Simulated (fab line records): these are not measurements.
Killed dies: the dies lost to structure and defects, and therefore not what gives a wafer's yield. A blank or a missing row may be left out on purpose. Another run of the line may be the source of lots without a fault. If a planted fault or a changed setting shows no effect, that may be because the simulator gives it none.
Code-filled problem report in 8D (eight disciplines) form ; flow nand_harc ; the parts of the form that need people (team, actions taken, sign-off) are left out

1. THE PROBLEM
At NHARC_END_SORT_01, killed_at_periphery averages 634.0 over 3 wafers from 3 lots, while fault-free wafers read 3.2, standard deviation 2.4. So: +99 or more standard deviations from the usual mean.
Earliest sighting: wafer L126.5 on prober-01 at day 25 06:20. The record holds 8 wafers of 3 lots with a number at this step. Rule for "out", or "out of limits": more than 4 standard deviations from the usual mean. The other wafers with a number count as sound.

2. WHAT IT IS AND WHAT IT IS NOT
question;is;is not
which readings at this step;killed_at_periphery, killed_dies;killed_at_array, killed_at_other, killed_open, killed_short
which lots;L124, L126, L127;-
which wafers of those lots;L124.6, L126.5, L127.6;L124.4, L126.1, L126.3, L127.1, L127.2
read on which gauges;prober-01, prober-02;-
when;from day 25 06:20;"up to then (3 sound wafers); but 2 sound wafers of L127 came after"

3. THE SUSPECTS, EACH WITH WHAT RULES IT OUT
Counting: a tool at a process step up to the reading stays a suspect if it ran every lot that is out. Sound lots after the first of them don't rule it out here, since some wafers of a struck lot are sound.
- the gauge at NHARC_END_SORT_01 is ruled out. Those wafers that are out were read across 2 gauges (prober-01, prober-02).
- rie_diel-04 at NHARC_P_CONTACT_ETCH_36 (etches the open film in N2/H2, target depth 260 nm, time 406.25 s): kept. It ran every lot that is out, first L124 (day 8 10:59). On those wafers its own readings are out: run_length_s.
After counting, what remains is rie_diel-04 at NHARC_P_CONTACT_ETCH_36.

4. THE CAUSE (what the simulator had put in)
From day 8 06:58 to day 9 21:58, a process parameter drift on rie_diel-04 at NHARC_P_CONTACT_ETCH_36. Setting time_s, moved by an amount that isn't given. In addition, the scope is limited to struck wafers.
Only this tool survived the counting.

5. THE CHAIN OF EFFECTS, in route order
Each row: a reading whose mean over the struck wafers that have a number lies more than 3 standard deviations from the usual. Only readings for which the record gives a usual standard deviation are gone through. hours: the time from each lot's start at the first step in this table that gives one to its start at this step, as a median over the lots. sigmas: the change in usual standard deviations.
hours;step;reading;usual;on struck wafers;change;sigmas
0;NHARC_P_CONTACT_ETCH_36;run_length_s;427.7 s;320.6;-107.1;-99 or more
395;NHARC_END_SORT_01;killed_at_periphery;3.2;634.0;+630.8;+99 or more
395;NHARC_END_SORT_01;killed_dies;31;671;+640;+53
It contains these process steps:
- NHARC_P_CONTACT_ETCH_36: etches the open film in N2/H2, target depth 260 nm, time 406.25 s.

6. WHAT WOULD HAVE CAUGHT IT SOONER
The first out-of-limits reading at a measuring or inspecting step in this record came at day 25 06:20, 407 hours after the fault's start at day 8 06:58.
Tool's own readings at NHARC_P_CONTACT_ETCH_36, run_length_s: out on all struck wafers the step has rows for; an alarm limit on them would have tripped on the first.
Each of the lots that are out, 3 in all, had begun NHARC_P_CONTACT_ETCH_36 on rie_diel-04 no later than day 25 06:20. Had the tool been put on hold then, not one of them would have been saved.
